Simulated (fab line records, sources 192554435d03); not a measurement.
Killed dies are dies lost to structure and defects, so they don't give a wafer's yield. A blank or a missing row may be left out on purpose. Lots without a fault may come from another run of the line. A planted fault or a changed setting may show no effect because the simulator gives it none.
A struck lot beside a sound one | flow n5_finfet | 13 steps out of a route of 1938
Sound: wafers L586.2, L586.3, L586.4. Struck: wafers L597.1, L597.3, L597.4. The cause comes at the end.
At each step with rows: each side's tool, then ch and its chambers, then its first start. Under that, the readings that differ: sound wafers | struck wafers | difference of the means | sigmas: that difference in standard deviations of wafers without a fault.
alike: readings whose means differ by less than 2 such deviations, and words and numbers that are the same on both sides. not compared: withheld readings, readings that some wafer has no value for, bounds like >300 that may hide the same value, and numbers for which the record gives no deviation and whose values overlap.
The two part at a step that has a row with sigmas, a row that says differs or no value, or rows on one side only. Numbers that don't overlap but have no deviation are shown without sigmas and don't part them. A reading that every wafer of one side lacks parts them only if that side has two wafers or more.

first, 11 steps without rows for these wafers: N5_BEOL_M6_DESCUM_33 (chemistry O2, time 7 s); N5_BEOL_M6_ETCH_72 (etches underlayer in N2/H2, target depth 6.5 nm, time 5.2 s); N5_BEOL_M6_ETCH_65 (etches SiARC in CF4, target depth 15.6 nm, time 26 s); N5_BEOL_M6_ETCH_66 (etches SOC in N2/H2, target depth 80 nm, overetch 16 nm, time 120 s); N5_BEOL_M6_STRIP_69 (strips in N2/H2); N5_BEOL_M6_STRIP_73 (strips in N2/H2); N5_BEOL_M6_VIA_ETCH_34 (etches SiCOH lowk in C4F6/O2, target depth 126.3 nm, time 50.9 s); N5_BEOL_M6_STRIP_76 (strips in C4F6/O2); N5_BEOL_M6_STRIP_36 (strips in N2/H2); N5_BEOL_M6_TRENCH_ETCH_37 (etches SiCOH lowk in C4F6/O2, target depth 94.435 nm, time 31.5 s); N5_BEOL_M6_ETCH_41 (etches SiCN in CH3F/O2, target depth 29.7 nm, time 52 s).
N5_BEOL_M6_STRIP_80: strips in N2/H2, time 10 s.
  sound on rie_diel-03 ch 0,2,3, day 10 05:35; struck on rie_diel-02 ch 1,2,3, day 13 06:58
  no value came back on the struck wafers for any of 8 readings (bias_power_w (W), chamber_pressure_mTorr (mTorr) and others); on the sound wafers bias_power_w (W) reads 7.009 7.025 7.006
-- the record jumps here: 4 days lie between the struck wafers' starts before and after (it left off in module BEOL_M6 and takes up again in module PASSIVATION, whose first step shown is number 1936 of the route) --
N5_PASSIVATION_PROBE_49:
  the record has rows for the struck wafers here (prober-01, day 16 20:09) and none for the sound ones

WHERE THEY PART
First at N5_BEOL_M6_STRIP_80; last, within this record, at N5_PASSIVATION_PROBE_49.

WHY: what the simulator had put in
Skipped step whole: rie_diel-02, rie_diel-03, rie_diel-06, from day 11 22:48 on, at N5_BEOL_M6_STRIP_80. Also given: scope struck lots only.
